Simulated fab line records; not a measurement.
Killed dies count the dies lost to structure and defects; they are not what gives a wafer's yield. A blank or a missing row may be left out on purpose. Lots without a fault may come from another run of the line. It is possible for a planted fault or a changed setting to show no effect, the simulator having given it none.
Which tool did it? | flow nandHarc | Sampling: 13 lots, 39 wafers, 6 of 1159 route steps

## WHAT THE GAUGES SHOWED, per wafer
NHARC_P_BONDPAD_CD_MEAS_13. Usual: cdNm 498.7 nm, standard deviation 2.3.
lot  | measured     | on       | cdNm (nm)         | flag
L712 | day 6 19:00  | cdSem-03 | 494.8 497.1 498.4 | 
L715 | day 6 22:19  | cdSem-03 | 496.4 496.7 497.0 | 
L714 | day 7 00:13  | cdSem-01 | 498.1 497.5 501.9 | 
L716 | day 7 09:58  | cdSem-01 | 498.2 498.6 496.6 | 
L718 | day 8 02:25  | cdSem-01 | 498.7 496.9 498.0 | 
L720 | day 8 08:36  | cdSem-03 | 496.6 498.4 498.6 | 
L726 | day 9 13:17  | cdSem-01 | 499.5 500.5 494.9 | 
L723 | day 9 14:02  | cdSem-01 | 497.5 499.0 497.7 | 
L729 | day 10 17:43 | cdSem-02 | 497.9 497.4 496.3 | 
L731 | day 10 23:04 | cdSem-03 | 497.5 498.5 497.4 | 
L733 | day 11 10:17 | cdSem-02 | 502.9 496.8 499.0 | 
L734 | day 11 18:05 | cdSem-02 | 498.3 498.3 500.7 | 
L735 | day 12 03:05 | cdSem-01 | 493.8 498.5 500.0 | 

NHARC_A_ZERO_WELL_CD_MEAS_10: target cd 2000 nm. Usual: cdNm 2000.4 nm, standard deviation 1.8.
lot  | measured     | on       | cdNm (nm)            | flag
L712 | day 6 22:31  | cdSem-01 | 2000.0 2001.7 2000.3 | 
L715 | day 7 01:53  | cdSem-01 | 1999.5 2000.8 1994.6 | 
L714 | day 7 03:51  | cdSem-02 | 1999.2 1999.6 1996.3 | 
L716 | day 7 13:39  | cdSem-01 | 1998.9 1998.3 1998.3 | 
L718 | day 8 06:00  | cdSem-01 | 1998.0 1998.9 1999.6 | 
L720 | day 8 12:11  | cdSem-01 | 1998.5 1997.8 1997.2 | 
L726 | day 9 16:45  | cdSem-03 | 2014.8 2015.0 2014.2 | OFF
L723 | day 9 17:40  | cdSem-03 | 1996.7 2000.5 2000.7 | 
L729 | day 10 21:22 | cdSem-02 | 2015.7 2015.9 2014.5 | OFF
L731 | day 11 02:34 | cdSem-02 | 2001.5 2001.1 1999.4 | 
L733 | day 11 13:56 | cdSem-01 | 2001.0 2004.1 2002.4 | 
L734 | day 11 21:30 | cdSem-02 | 1998.8 1998.4 1997.3 | 
L735 | day 12 06:38 | cdSem-03 | 1997.1 1999.8 1998.6 | 

NHARC_END_SORT_01. Usual: killedAtArray 28, standard deviation 9.1; killedAtOther 0.6, standard deviation 0.87; killedAtPeriphery 3.4, standard deviation 2.7; killedDies 32, standard deviation 9; killedOpen 3.2, standard deviation 1.9; killedShort 2.0, standard deviation 1.3.
lot  | measured     | on        | killedAtArray | killedAtOther | killedAtPeriphery | killedDies | killedOpen | killedShort | flag
L726 | day 22 13:37 | prober-02 | 28 29 26      | 1 0 0         | 1 5 5             | 30 34 31   | 2 3 5      | 1 2 2       | 

## WHAT TOOL EACH LOT RAN ON (gives the tool, then ch and the chambers of the sampled wafers, and finally the start)
lot  | NHARC_P_BONDPAD_DEGAS_25    | NHARC_P_BONDPAD_PVD_17                 | NHARC_A_ZERO_WELL_EXPOSE_07
L712 | pvdSputter-03, day 6 19:40  | pvdSputter-03, day 6 22:22 or earlier  | krfScanner-02 ch 0, day 6 22:22
L715 | pvdSputter-01, day 6 22:56  | pvdSputter-01, day 7 01:44 or earlier  | krfScanner-01 ch 0, day 7 01:44
L714 | pvdSputter-02, day 7 00:53  | pvdSputter-02, day 7 03:42 or earlier  | krfScanner-02 ch 0, day 7 03:42
L716 | pvdSputter-02, day 7 10:41  | pvdSputter-02, day 7 13:30 or earlier  | krfScanner-01 ch 0, day 7 13:30
L718 | pvdSputter-02, day 8 03:03  | pvdSputter-02, day 8 05:50 or earlier  | krfScanner-02 ch 0, day 8 05:50
L720 | pvdSputter-03, day 8 09:14  | pvdSputter-03, day 8 12:01 or earlier  | krfScanner-04 ch 0, day 8 12:01
L726 | pvdSputter-03, day 9 13:57  | pvdSputter-03, day 9 16:35 or earlier  | krfScanner-01 ch 0, day 9 16:35
L723 | pvdSputter-01, day 9 14:40  | pvdSputter-01, day 9 17:31 or earlier  | krfScanner-02 ch 0, day 9 17:31
L729 | pvdSputter-02, day 10 18:21 | pvdSputter-02, day 10 21:13 or earlier | krfScanner-01 ch 0, day 10 21:13
L731 | pvdSputter-03, day 10 23:43 | pvdSputter-03, day 11 02:25 or earlier | krfScanner-04 ch 0, day 11 02:25
L733 | pvdSputter-01, day 11 10:56 | pvdSputter-01, day 11 13:47 or earlier | krfScanner-02 ch 0, day 11 13:47
L734 | pvdSputter-02, day 11 18:43 | pvdSputter-02, day 11 21:21 or earlier | krfScanner-02 ch 0, day 11 21:21
L735 | pvdSputter-01, day 12 03:43 | pvdSputter-01, day 12 06:29 or earlier | krfScanner-04 ch 0, day 12 06:29
- NHARC_P_BONDPAD_DEGAS_25: time 60 s.
- NHARC_P_BONDPAD_PVD_17: deposits TaN, target thk 5 nm, time 8.06 s.
- NHARC_A_ZERO_WELL_EXPOSE_07: exposes mask A ZERO.

## AS READ BY THE TOOLS THEMSELVES (means over the sampled wafers that have a number; for cases with no such wafer, the mark the record gives instead)
NHARC_P_BONDPAD_DEGAS_25. Usual: heaterPowerW 489 W, standard deviation 76.
lot  | tool          | heaterPowerW (W) | flag
L712 | pvdSputter-03 | 510              | 
L715 | pvdSputter-01 | 482              | 
L714 | pvdSputter-02 | 499              | 
L716 | pvdSputter-02 | 553              | 
L718 | pvdSputter-02 | 537              | 
L720 | pvdSputter-03 | 504              | 
L726 | pvdSputter-03 | 501              | 
L723 | pvdSputter-01 | 480              | 
L729 | pvdSputter-02 | 492              | 
L731 | pvdSputter-03 | 509              | 
L733 | pvdSputter-01 | 474              | 
L734 | pvdSputter-02 | 490              | 
L735 | pvdSputter-01 | 459              | 

NHARC_P_BONDPAD_PVD_17. Usual: biasV 168.4 V, standard deviation 1.6; throttleValvePct 29.9 %, standard deviation 1.1.
lot  | tool          | biasV (V) | throttleValvePct (%) | flag
L712 | pvdSputter-03 | 169.4     | 29.6                 | 
L715 | pvdSputter-01 | 170.3     | 30.5                 | 
L714 | pvdSputter-02 | 167.0     | 30.2                 | 
L716 | pvdSputter-02 | 169.5     | 29.8                 | 
L718 | pvdSputter-02 | 167.6     | 31.1                 | 
L720 | pvdSputter-03 | 168.6     | 29.8                 | 
L726 | pvdSputter-03 | 168.3     | 29.4                 | 
L723 | pvdSputter-01 | 167.7     | 29.8                 | 
L729 | pvdSputter-02 | 169.1     | 29.5                 | 
L731 | pvdSputter-03 | 169.2     | 29.3                 | 
L733 | pvdSputter-01 | 170.2     | 30.0                 | 
L734 | pvdSputter-02 | 167.6     | 29.6                 | 
L735 | pvdSputter-01 | 168.8     | 29.8                 | 

NHARC_A_ZERO_WELL_EXPOSE_07. Usual: exposureDoseMJCm2 33.85, standard deviation 0.036.
lot  | tool          | exposureDoseMJCm2 | flag
L712 | krfScanner-02 | 33.87             | 
L715 | krfScanner-01 | 33.88             | 
L714 | krfScanner-02 | 33.82             | 
L716 | krfScanner-01 | 33.83             | 
L718 | krfScanner-02 | 33.86             | 
L720 | krfScanner-04 | 33.88             | 
L726 | krfScanner-01 | 50.63             | OFF
L723 | krfScanner-02 | 33.82             | 
L729 | krfScanner-01 | 50.67             | OFF
L731 | krfScanner-04 | 33.78             | 
L733 | krfScanner-02 | 33.84             | 
L734 | krfScanner-02 | 33.82             | 
L735 | krfScanner-04 | 33.86             | 

## THE ANSWER, worked out from the rows above alone
Rule: a lot is off if the mean of its wafers that have a number lies more than 3 standard deviations from the usual mean. Also off: a lot with no number at a reading for which 4 or more lots have one. The other lots that the step has rows for count as sound. The gauges are gone through in route order, then the tools' own readings, and for those a lot's mean is taken as printed above. At the first step where some lot is off, the reading lying furthest off is the one used; lots without a number count as furthest.
Off, at NHARC_A_ZERO_WELL_CD_MEAS_10 on cdNm: L726, L729.
If a tool, at a process step before that reading, ran all the lots that are off and no sound lot after the first of them, it fits. The gauges at NHARC_A_ZERO_WELL_CD_MEAS_10 aren't tried: what is off there is off at NHARC_A_ZERO_WELL_EXPOSE_07 too, on other tools, and a gauge's error can't cause that. NHARC_P_BONDPAD_PVD_17 gives no start for some lots, so the hours and the order of its lots are those of NHARC_A_ZERO_WELL_EXPOSE_07. One candidate fits, namely krfScanner-01 at NHARC_A_ZERO_WELL_EXPOSE_07. A fault onset in the window from L716 (day 7 13:30, its last sound lot) to L726 (day 9 16:35, its first lot off) fits.
On the lots that are off, the tool's own readings at NHARC_A_ZERO_WELL_EXPOSE_07 differ by more than 5 times the standard deviation of the sound lots' means, which bears it out; exposureDoseMJCm2 reads 50.65 there versus 33.84 on the sound lots.

## WHAT THE SIMULATOR PUT IN
Process parameter drift: krfScanner-01, from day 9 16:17 on, at NHARC_A_ZERO_WELL_EXPOSE_07. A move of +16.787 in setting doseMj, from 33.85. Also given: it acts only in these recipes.
Shown lots that were struck: L726, L729. The rule given above showed the same thing.
